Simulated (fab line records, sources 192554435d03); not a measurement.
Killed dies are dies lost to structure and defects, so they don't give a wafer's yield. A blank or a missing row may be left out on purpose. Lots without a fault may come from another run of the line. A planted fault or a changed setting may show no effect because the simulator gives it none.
Which tool did it? | flow n5_finfet | 21 lots, 63 wafers sampled, at 6 steps of a route of 1938

WHAT THE GAUGES READ, wafer by wafer
N5_MOL_CONTACT_COAG_CD_MEAS_137: target cd 16 nm. Usual: cd_nm 15.9 nm, standard deviation 0.37.
lot  | measured     | on        | cd_nm (nm)     | flag
L074 | day 5 05:46  | cd_sem-03 | 15.5 16.1 16.8 |
L076 | day 5 13:42  | cd_sem-02 | 16.5 16.1 16.5 |
L077 | day 5 22:35  | cd_sem-01 | 16.1 16.2 16.3 |
L078 | day 6 01:40  | cd_sem-02 | 16.4 15.2 16.0 |
L079 | day 6 15:45  | cd_sem-02 | 15.8 15.7 16.0 |
L081 | day 6 22:29  | cd_sem-03 | 16.0 15.5 15.6 |
L080 | day 7 03:22  | cd_sem-03 | 16.2 16.0 15.7 |
L082 | day 7 08:25  | cd_sem-01 | 15.3 16.3 16.3 |
L083 | day 7 10:42  | cd_sem-03 | 15.5 15.1 15.9 |
L084 | day 7 19:47  | cd_sem-01 | 15.5 16.5 15.7 |
L086 | day 8 04:54  | cd_sem-01 | 15.7 15.3 16.1 |
L088 | day 8 21:36  | cd_sem-01 | 15.4 15.9 15.6 |
L087 | day 8 21:44  | cd_sem-01 | 15.5 16.2 15.3 |
L089 | day 9 00:49  | cd_sem-02 | 16.4 16.0 15.6 |
L090 | day 9 09:20  | cd_sem-03 | 16.4 16.5 16.3 |
L091 | day 9 12:49  | cd_sem-03 | 16.1 15.4 16.0 |
L092 | day 9 15:39  | cd_sem-02 | 16.5 15.7 15.8 |
L093 | day 9 22:55  | cd_sem-01 | 16.1 15.7 16.0 |
L095 | day 10 09:13 | cd_sem-02 | 16.0 16.3 15.7 |
L096 | day 10 17:35 | cd_sem-02 | 15.7 15.1 16.0 |
L097 | day 10 20:40 | cd_sem-03 | 16.1 15.2 15.3 |

WHICH TOOL RAN EACH LOT (tool, then ch and the chambers of the sampled wafers, then the start)
lot  | N5_GATE_CUT_ETCH_37               | N5_GATE_CUT_CUT_ETCH_53           | N5_MOL_CONTACT_COAG_DESCUM_13      | N5_MOL_CONTACT_COAG_CMP_28    | N5_MOL_CONTACT_COAG_ETCH_47
L074 | rie_diel-06 ch 0,3, day 4 12:47   | rie_metal-01 ch 0,1, day 4 13:06  | rie_diel-02 ch 0,1,3, day 4 16:49  | cmp-01 ch 0,1,3, day 5 02:34  | rie_diel-02 ch 0,2,3, day 5 05:15
L076 | rie_diel-01 ch 1,2,3, day 4 23:16 | rie_metal-02 ch 0,1, day 4 23:34  | rie_diel-02 ch 0,2,3, day 5 03:07  | cmp-01 ch 1,2,3, day 5 11:32  | rie_diel-04 ch 0,1,2, day 5 13:28
L077 | rie_diel-06 ch 1,2,3, day 5 07:24 | rie_metal-02 ch 0,1, day 5 07:44  | rie_diel-04 ch 0,1,3, day 5 11:09  | cmp-03 ch 0,1, day 5 20:24    | rie_diel-04 ch 0,1,3, day 5 22:22
L078 | rie_diel-01 ch 1,2, day 5 10:47   | rie_metal-03 ch 0,1, day 5 11:07  | rie_diel-02 ch 0,1,3, day 5 14:31  | cmp-01 ch 1,2, day 5 23:20    | rie_diel-05 ch 0,3, day 6 01:26
L079 | rie_diel-06 ch 0,1,3, day 5 20:49 | rie_metal-02 ch 0,1, day 5 21:08  | rie_diel-04 ch 0,3, day 6 01:01    | cmp-01 ch 1,2, day 6 13:41    | rie_diel-05 ch 0,1,2, day 6 15:32
L081 | rie_diel-01 ch 2,3, day 6 08:50   | rie_metal-01 ch 0,1, day 6 09:08  | rie_diel-04 ch 0,2, day 6 12:42    | cmp-03 ch 0,2,3, day 6 20:19  | rie_diel-02 ch 0,1, day 6 22:16
L080 | rie_diel-03 ch 0,1,2, day 6 10:17 | rie_metal-02 ch 0,1, day 6 10:36  | rie_diel-04 ch 1,2, day 6 14:52    | cmp-01 ch 0,1,3, day 7 00:48  | rie_diel-05 ch 0,1,3, day 7 02:51
L082 | rie_diel-03 ch 1,2, day 6 17:34   | rie_metal-02 ch 0,1, day 6 17:53  | rie_diel-02 ch 0,1,2, day 6 21:37  | cmp-03 ch 0,3, day 7 05:28    | rie_diel-04 ch 0,2,3, day 7 07:55
L083 | rie_diel-03 ch 0,3, day 6 19:44   | rie_metal-03 ch 0,1, day 6 20:03  | rie_diel-05 ch 1,2,3, day 6 23:34  | cmp-02 ch 1,2,3, day 7 08:22  | rie_diel-02 ch 0,3, day 7 10:28
L084 | rie_diel-01 ch 0,1, day 7 04:38   | rie_metal-03 ch 0,1, day 7 04:58  | rie_diel-05 ch 2,3, day 7 08:46    | cmp-02 ch 0,2,3, day 7 17:11  | rie_diel-02 ch 0,2,3, day 7 19:13
L086 | rie_diel-03 ch 0,2,3, day 7 13:17 | rie_metal-01 ch 0,1, day 7 13:35  | rie_diel-02 ch 0,2,3, day 7 17:19  | cmp-01 ch 1,2,3, day 8 02:23  | rie_diel-05 ch 0,2,3, day 8 04:37
L088 | rie_diel-03 ch 0,1,3, day 7 21:26 | rie_metal-02 ch 0,1, day 7 21:44  | rie_diel-05 ch 0,2,3, day 8 02:32  | cmp-01 ch 0,1,3, day 8 16:37  | rie_diel-02 ch 0,1, day 8 21:23
L087 | rie_diel-03 ch 1,2, day 8 00:38   | rie_metal-03 ch 0,1, day 8 00:57  | rie_diel-05 ch 2,3, day 8 04:44    | cmp-01 ch 1,2,3, day 8 18:38  | rie_diel-04 ch 0,1,3, day 8 21:30
L089 | rie_diel-01 ch 1,2, day 8 06:32   | rie_metal-01 ch 0,1, day 8 06:52  | rie_diel-04 ch 0,3, day 8 10:28    | cmp-03 ch 0,1,3, day 8 21:11  | rie_diel-02 ch 2,3, day 9 00:35
L090 | rie_diel-06 ch 0,1,3, day 8 11:36 | rie_metal-02 ch 0,1, day 8 11:56  | rie_diel-05 ch 0,2, day 8 15:41    | cmp-01 ch 0,3, day 9 07:10    | rie_diel-05 ch 2,3, day 9 09:06
L091 | rie_diel-01 ch 0,3, day 8 21:46   | rie_metal-02 ch 0,1, day 8 22:05  | rie_diel-04 ch 0,1,2, day 9 01:53  | cmp-03 ch 0,1,2, day 9 10:35  | rie_diel-05 ch 0,1, day 9 12:35
L092 | rie_diel-03 ch 0,1,2, day 8 23:28 | rie_metal-03 ch 0,1, day 8 23:46  | rie_diel-05 ch 0,1,3, day 9 03:18  | cmp-01 ch 0,2,3, day 9 12:56  | rie_diel-04 ch 0,1,3, day 9 15:25
L093 | rie_diel-03 ch 0,1,2, day 9 06:02 | rie_metal-01 ch 0,1, day 9 06:21  | rie_diel-02 ch 0,2,3, day 9 09:53  | cmp-02 ch 1,2,3, day 9 20:36  | rie_diel-02 ch 0,2,3, day 9 22:41
L095 | rie_diel-06 ch 0,2,3, day 9 18:55 | rie_metal-03 ch 0,1, day 9 19:14  | rie_diel-04 ch 0,1,3, day 9 22:38  | cmp-01 ch 0,2,3, day 10 06:55 | rie_diel-04 ch 0,1,3, day 10 08:59
L096 | rie_diel-01 ch 0,1, day 10 02:23  | rie_metal-01 ch 0,1, day 10 02:43 | rie_diel-04 ch 0,1,2, day 10 06:12 | cmp-01 ch 0,3, day 10 15:23   | rie_diel-02 ch 1,2,3, day 10 17:19
L097 | rie_diel-06 ch 0,2, day 10 07:24  | rie_metal-02 ch 0,1, day 10 07:43 | rie_diel-02 ch 1,2, day 10 11:07   | cmp-03 ch 0,1,3, day 10 18:17 | rie_diel-05 ch 0,3, day 10 20:26
- N5_GATE_CUT_ETCH_37: etches SOC in N2/H2, target depth 60 nm, overetch 12 nm, time 90 s.
- N5_GATE_CUT_CUT_ETCH_53: etches W in SF6/Cl2, target depth 79.2 nm.
- N5_MOL_CONTACT_COAG_DESCUM_13: chemistry O2, time 7 s.
- N5_MOL_CONTACT_COAG_CMP_28: polishes, stops on SiNx, t overpolish 0.85 s, target thk 14.522 nm.
- N5_MOL_CONTACT_COAG_ETCH_47: etches SiNx in CH3F/O2, stops on W, target depth 27 nm.

WHAT THE TOOLS THEMSELVES READ (means of the sampled wafers that have a number; where no wafer has one, the mark that the record gives instead)
N5_GATE_CUT_ETCH_37. Usual: bias_w 150.1 W, standard deviation 0.48; drypump_motor_current_A 5.8 A, standard deviation 0.47; oes_product_au 0.70 a.u., standard deviation 0.079; rf_vpp_V 522.7 V, standard deviation 1.6; showerhead_plenum_p_Torr 2.50 Torr, standard deviation 0.052; throttle_valve_pct 17.92 %, standard deviation 0.28.
lot  | tool        | bias_w (W) | drypump_motor_current_A (A) | oes_product_au (a.u.) | rf_vpp_V (V) | showerhead_plenum_p_Torr (Torr) | throttle_valve_pct (%) | flag
L074 | rie_diel-06 | 149.9      | 5.4                         | 0.73                  | 522.2        | 2.46                            | 17.76                  |
L076 | rie_diel-01 | 149.9      | 6.2                         | 0.70                  | 523.3        | 2.52                            | 17.87                  |
L077 | rie_diel-06 | 149.7      | 5.4                         | 0.67                  | 521.5        | 2.47                            | 17.89                  |
L078 | rie_diel-01 | 150.8      | 6.0                         | 0.66                  | 523.4        | 2.50                            | 18.04                  |
L079 | rie_diel-06 | 150.1      | 5.5                         | 0.72                  | 521.7        | 2.45                            | 17.76                  |
L081 | rie_diel-01 | 150.0      | 6.4                         | 0.64                  | 523.8        | 2.54                            | 18.01                  |
L080 | rie_diel-03 | 150.3      | 5.8                         | 0.71                  | 523.6        | 2.55                            | 18.15                  |
L082 | rie_diel-03 | 150.6      | 5.6                         | 0.65                  | 523.2        | 2.53                            | 18.23                  |
L083 | rie_diel-03 | 150.0      | 5.3                         | 0.71                  | 521.3        | 2.48                            | 17.90                  |
L084 | rie_diel-01 | 150.7      | 5.9                         | 0.81                  | 522.0        | 2.47                            | 17.51                  |
L086 | rie_diel-03 | 149.6      | 5.5                         | 0.71                  | 523.2        | 2.51                            | 17.99                  |
L088 | rie_diel-03 | 149.9      | 5.5                         | 0.69                  | 522.8        | 2.51                            | 18.07                  |
L087 | rie_diel-03 | 149.7      | 5.6                         | 0.65                  | 522.3        | 2.52                            | 18.27                  |
L089 | rie_diel-01 | 150.4      | 6.0                         | 0.82                  | 522.6        | 2.49                            | 17.81                  |
L090 | rie_diel-06 | 150.0      | 5.5                         | 0.70                  | 521.6        | 2.44                            | 17.80                  |
L091 | rie_diel-01 | 149.9      | 6.3                         | 0.76                  | 523.1        | 2.51                            | 17.69                  |
L092 | rie_diel-03 | 150.0      | 5.7                         | 0.69                  | 523.4        | 2.54                            | 18.16                  |
L093 | rie_diel-03 | 149.9      | 5.8                         | 0.69                  | 523.4        | 2.54                            | 18.16                  |
L095 | rie_diel-06 | 149.9      | 5.7                         | 0.70                  | 522.7        | 2.47                            | 17.84                  |
L096 | rie_diel-01 | 150.4      | 5.9                         | 0.77                  | 522.8        | 2.46                            | 17.53                  |
L097 | rie_diel-06 | 150.0      | 6.1                         | 0.72                  | 522.5        | 2.49                            | 17.72                  |

N5_GATE_CUT_CUT_ETCH_53. Usual: bias_w 79.98 W, standard deviation 0.25; drypump_motor_current_A 5.6 A, standard deviation 0.58; etch_rf_on_time_s 26.2 s, standard deviation 0.53; oes_product_au 0.76 a.u., standard deviation 0.064; throttle_valve_pct 28.7 %, standard deviation 0.3.
lot  | tool         | bias_w (W) | drypump_motor_current_A (A) | etch_rf_on_time_s (s) | oes_product_au (a.u.) | throttle_valve_pct (%) | flag
L074 | rie_metal-01 | 80.08      | 5.8                         | 26.3                  | 0.75                  | 29.0                   |
L076 | rie_metal-02 | 79.98      | 5.7                         | 26.2                  | 0.76                  | 28.6                   |
L077 | rie_metal-02 | 79.65      | 5.8                         | 25.7                  | 0.77                  | 28.6                   |
L078 | rie_metal-03 | 79.87      | 5.7                         | 26.0                  | 0.80                  | 28.5                   |
L079 | rie_metal-02 | 80.15      | 5.5                         | 25.8                  | 0.80                  | 28.8                   |
L081 | rie_metal-01 | 79.84      | 5.4                         | 26.7                  | 0.70                  | 29.1                   |
L080 | rie_metal-02 | 79.87      | 5.8                         | 25.9                  | 0.75                  | 28.6                   |
L082 | rie_metal-02 | 80.16      | 5.7                         | 25.8                  | 0.75                  | 28.6                   |
L083 | rie_metal-03 | 79.87      | 5.2                         | 25.9                  | 0.82                  | 28.5                   |
L084 | rie_metal-03 | 80.19      | 5.2                         | 25.4                  | 0.82                  | 28.5                   |
L086 | rie_metal-01 | 79.83      | 5.4                         | 26.8                  | 0.69                  | 29.1                   |
L088 | rie_metal-02 | 80.22      | 5.5                         | 26.0                  | 0.78                  | 28.8                   |
L087 | rie_metal-03 | 79.80      | 5.7                         | 25.9                  | 0.78                  | 28.5                   |
L089 | rie_metal-01 | 80.31      | 5.4                         | 27.0                  | 0.68                  | 29.1                   |
L090 | rie_metal-02 | 79.89      | 5.5                         | 25.9                  | 0.77                  | 28.8                   |
L091 | rie_metal-02 | 80.01      | 5.7                         | 26.0                  | 0.73                  | 28.6                   |
L092 | rie_metal-03 | 80.03      | 5.2                         | 25.9                  | 0.79                  | 28.5                   |
L093 | rie_metal-01 | 80.29      | 5.8                         | 27.0                  | 0.70                  | 29.0                   |
L095 | rie_metal-03 | 79.88      | 5.2                         | 25.9                  | 0.79                  | 28.5                   |
L096 | rie_metal-01 | 79.88      | 5.8                         | 27.0                  | 0.70                  | 29.0                   |
L097 | rie_metal-02 | 80.10      | 5.5                         | 26.1                  | 0.76                  | 28.8                   |

N5_MOL_CONTACT_COAG_DESCUM_13. Usual: drypump_motor_current_A 5.6 A, standard deviation 0.39; oes_product_au 0.80 a.u., standard deviation 0.086; rf_vpp_V 243.8 V, standard deviation 1.4; showerhead_plenum_p_Torr 2.12 Torr, standard deviation 0.066; throttle_valve_pct 20.31 %, standard deviation 0.19.
lot  | tool        | drypump_motor_current_A (A) | oes_product_au (a.u.) | rf_vpp_V (V) | showerhead_plenum_p_Torr (Torr) | throttle_valve_pct (%) | flag
L074 | rie_diel-02 | 5.4                         | 0.82                  | 243.6        | 2.10                            | 20.37                  |
L076 | rie_diel-02 | 5.8                         | 0.85                  | 242.5        | 2.07                            | 20.31                  |
L077 | rie_diel-04 | 5.4                         | 0.81                  | 244.2        | 2.14                            | 20.25                  |
L078 | rie_diel-02 | 5.4                         | 0.80                  | 243.2        | 2.10                            | 20.38                  |
L079 | rie_diel-04 | 5.6                         | 0.84                  | 244.1        | 2.15                            | 20.24                  |
L081 | rie_diel-04 | 5.8                         | 0.76                  | 244.9        | 2.15                            | 20.46                  |
L080 | rie_diel-04 | 5.6                         | 0.73                  | 244.0        | 2.14                            | 20.48                  |
L082 | rie_diel-02 | 5.8                         | 0.75                  | 243.8        | 2.08                            | 20.39                  |
L083 | rie_diel-05 | 5.6                         | 0.70                  | 243.0        | 2.11                            | 20.36                  |
L084 | rie_diel-05 | 5.8                         | 0.71                  | 243.9        | 2.13                            | 20.08                  |
L086 | rie_diel-02 | 5.8                         | 0.82                  | 242.2        | 2.06                            | 20.34                  |
L088 | rie_diel-05 | 5.7                         | 0.75                  | 244.1        | 2.15                            | 20.21                  |
L087 | rie_diel-05 | 5.7                         | 0.70                  | 243.5        | 2.11                            | 20.25                  |
L089 | rie_diel-04 | 5.3                         | 0.86                  | 244.7        | 2.18                            | 20.24                  |
L090 | rie_diel-05 | 5.7                         | 0.75                  | 244.6        | 2.17                            | 20.06                  |
L091 | rie_diel-04 | 5.7                         | 0.81                  | 243.8        | 2.11                            | 20.30                  |
L092 | rie_diel-05 | 5.6                         | 0.84                  | 243.5        | 2.12                            | 20.36                  |
L093 | rie_diel-02 | 5.8                         | 0.80                  | 242.1        | 2.06                            | 20.36                  |
L095 | rie_diel-04 | 5.4                         | 0.84                  | 243.6        | 2.12                            | 20.19                  |
L096 | rie_diel-04 | 5.7                         | 0.80                  | 243.6        | 2.10                            | 20.31                  |
L097 | rie_diel-02 | 6.2                         | 0.80                  | 241.8        | 2.04                            | 20.38                  |

N5_MOL_CONTACT_COAG_CMP_28. Usual: motor_current_A 12.1 A, standard deviation 1.4; slurry_filter_dp_kPa 13.50 kPa, standard deviation 0.13; slurry_flow_ml_min 150.0, standard deviation 0.45; time_to_endpoint_s 3.4 s, standard deviation 2.2.
lot  | tool   | motor_current_A (A) | slurry_filter_dp_kPa (kPa) | slurry_flow_ml_min | time_to_endpoint_s (s) | flag
L074 | cmp-01 | 12.0                | 13.50                      | 149.6              | 3.1                    |
L076 | cmp-01 | 13.2                | 13.58                      | 149.9              | 1.9                    |
L077 | cmp-03 | 12.9                | 13.55                      | 149.9              | 3.5                    |
L078 | cmp-01 | 12.7                | 13.64                      | 150.5              | 2.6                    |
L079 | cmp-01 | 12.6                | 13.51                      | 149.8              | 1.4                    |
L081 | cmp-03 | 12.7                | 13.49                      | 150.2              | 1.5                    |
L080 | cmp-01 | 11.9                | 13.41                      | 149.7              | 5.6                    |
L082 | cmp-03 | 11.2                | 13.53                      | 150.0              | 1.1                    |
L083 | cmp-02 | 11.4                | 13.58                      | 149.7              | 4.3                    |
L084 | cmp-02 | 11.4                | 13.46                      | 149.7              | 6.3                    |
L086 | cmp-01 | 12.8                | 13.42                      | 150.0              | 4.2                    |
L088 | cmp-01 | 11.7                | 13.47                      | 150.0              | 3.4                    |
L087 | cmp-01 | 12.8                | 13.49                      | 149.6              | 5.0                    |
L089 | cmp-03 | 11.5                | 13.46                      | 149.8              | 2.7                    |
L090 | cmp-01 | 11.5                | 13.35                      | 149.9              | 2.5                    |
L091 | cmp-03 | 13.1                | 13.56                      | 150.0              | 5.5                    |
L092 | cmp-01 | 12.5                | 13.49                      | 149.8              | 2.3                    |
L093 | cmp-02 | 10.8                | 13.45                      | 150.2              | 5.1                    |
L095 | cmp-01 | 12.6                | 13.39                      | 149.8              | 2.9                    |
L096 | cmp-01 | 11.7                | 13.48                      | 150.4              | 5.2                    |
L097 | cmp-03 | 11.4                | 13.53                      | 150.2              | 5.2                    |

N5_MOL_CONTACT_COAG_ETCH_47. Usual: bias_w 72.99 W, standard deviation 0.21; drypump_motor_current_A 5.6 A, standard deviation 0.39; etch_rf_on_time_s 31.2 s, standard deviation 0.46; oes_product_au 0.71 a.u., standard deviation 0.079; rf_vpp_V 297 V, standard deviation 5.2; showerhead_plenum_p_Torr 2.02 Torr, standard deviation 0.065; throttle_valve_pct 16.21 %, standard deviation 0.19.
lot  | tool        | bias_w (W) | drypump_motor_current_A (A) | etch_rf_on_time_s (s) | oes_product_au (a.u.) | rf_vpp_V (V) | showerhead_plenum_p_Torr (Torr) | throttle_valve_pct (%) | flag
L074 | rie_diel-02 | 73.15      | 5.8                         | 31.4                  | 0.76                  | 294          | 1.97                            | 16.19                  |
L076 | rie_diel-04 | 72.98      | 5.7                         | 31.3                  | 0.66                  | 293          | 2.02                            | 16.30                  |
L077 | rie_diel-04 | 73.19      | 5.4                         | 31.3                  | 0.72                  | 296          | 2.03                            | 16.16                  |
L078 | rie_diel-05 | 72.83      | 5.7                         | 31.3                  | 0.70                  | 304          | 2.03                            | 16.16                  |
L079 | rie_diel-05 | 72.89      | 5.6                         | 31.5                  | 0.68                  | 297          | 2.04                            | 16.22                  |
L081 | rie_diel-02 | 72.80      | 5.4                         | 31.8                  | 0.64                  | 302          | 2.04                            | 16.52                  |
L080 | rie_diel-05 | 73.18      | 5.6                         | 31.3                  | 0.68                  | 301          | 2.02                            | 16.30                  |
L082 | rie_diel-04 | 72.99      | 5.5                         | 30.8                  | 0.73                  | 295          | 2.07                            | 16.26                  |
L083 | rie_diel-02 | 72.92      | 5.4                         | 31.8                  | 0.73                  | 293          | 2.00                            | 16.20                  |
L084 | rie_diel-02 | 72.84      | 5.8                         | 31.5                  | 0.73                  | 294          | 1.97                            | 16.23                  |
L086 | rie_diel-05 | 73.01      | 5.7                         | 30.9                  | 0.69                  | 299          | 2.05                            | 16.13                  |
L088 | rie_diel-02 | 72.88      | 5.4                         | 30.9                  | 0.79                  | 301          | 2.04                            | 16.23                  |
L087 | rie_diel-04 | 72.87      | 5.4                         | 31.4                  | 0.76                  | 295          | 2.02                            | 16.04                  |
L089 | rie_diel-02 | 73.34      | 6.2                         | 31.4                  | 0.71                  | 295          | 1.93                            | 16.27                  |
L090 | rie_diel-05 | 73.23      | 5.8                         | 31.7                  | 0.62                  | 297          | 2.03                            | 16.12                  |
L091 | rie_diel-05 | 73.01      | 5.5                         | 30.5                  | 0.79                  | 299          | 2.05                            | 16.11                  |
L092 | rie_diel-04 | 73.04      | 5.4                         | 31.5                  | 0.76                  | 297          | 2.02                            | 16.05                  |
L093 | rie_diel-02 | 73.04      | 5.8                         | 31.3                  | 0.71                  | 294          | 1.96                            | 16.27                  |
L095 | rie_diel-04 | 72.99      | 5.4                         | 30.9                  | 0.76                  | 295          | 2.02                            | 16.05                  |
L096 | rie_diel-02 | 72.92      | 5.8                         | 31.5                  | 0.74                  | 297          | 1.97                            | 16.32                  |
L097 | rie_diel-05 | 72.82      | 5.7                         | 31.5                  | 0.66                  | 304          | 2.02                            | 16.24                  |

THE ANSWER, worked out from the rows above alone
Rule: a lot is off if the mean of its wafers that have a number lies more than 3 standard deviations from the usual mean. A lot without any number at a reading at which 4 lots or more have one is off too. The other lots that the step has rows for count as sound. The gauges are gone through in route order, then the tools' own readings, and for those a lot's mean is taken as printed above. The first step at which some lot is off is used, and at that step the reading that is off furthest; a lot without a number counts as furthest.
No lot is off at any reading shown: from this, nothing can be told.

WHAT THE SIMULATOR HAD PUT IN
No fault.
